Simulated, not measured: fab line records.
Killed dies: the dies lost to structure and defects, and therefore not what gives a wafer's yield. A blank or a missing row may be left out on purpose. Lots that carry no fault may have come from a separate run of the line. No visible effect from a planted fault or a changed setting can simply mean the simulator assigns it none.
Chamber matching	flow n5Finfet	3 sister chambers for N5_BEOL_M6_CURE_75 on uvCure-03
The step cures SiCOH lowk, time 120 s. 3 wafers are shown with their chamber, then 8 later ones without.

WAFERS, EACH WITH ITS CHAMBER
wafer	chamber	wafer_temp_C_max
L088.5	0	370.9
L090.4	1	372.7
L094.3	2	371.4

WAFERS MISSING THEIR CHAMBER
wafer	wafer_temp_C_max
L094.4	371.5
L094.5	371.0
L095.1	371.5
L095.2	371.9
L095.6	371.3
L097.1	371.5
L097.2	372.0
L097.5	371.5

CHAMBER TAKEN BY EACH
wafer	from the rows above	in truth
L094.4	can't be placed: 2 or 0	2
L094.5	can't be placed: 0 or 2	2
L095.1	can't be placed: 2 or 0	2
L095.2	can't be placed: 2 or 1 or 0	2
L095.6	can't be placed: 2 or 0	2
L097.1	can't be placed: 2 or 0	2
L097.2	can't be placed: 2 or 1 or 0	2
L097.5	can't be placed: 2 or 0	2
Correctly placed: 0 of 8. Can't be placed from these rows: 8 (the true chamber is among the candidates in 8). 0 placed wrongly.
How it was worked out, from the rows above alone: a wafer's distance from a chamber is the root of the sum, over the readings, of the square of ((its reading less the chamber's mean) divided by the reading's scatter). The wafer belongs to the nearest chamber; if the next one is less than 2 further off, it can't be placed. A chamber's mean is the mean of its shown wafers. The scatter: with one shown wafer a chamber, the root of the mean of the squares of how far each hidden wafer lies from its nearest shown one.
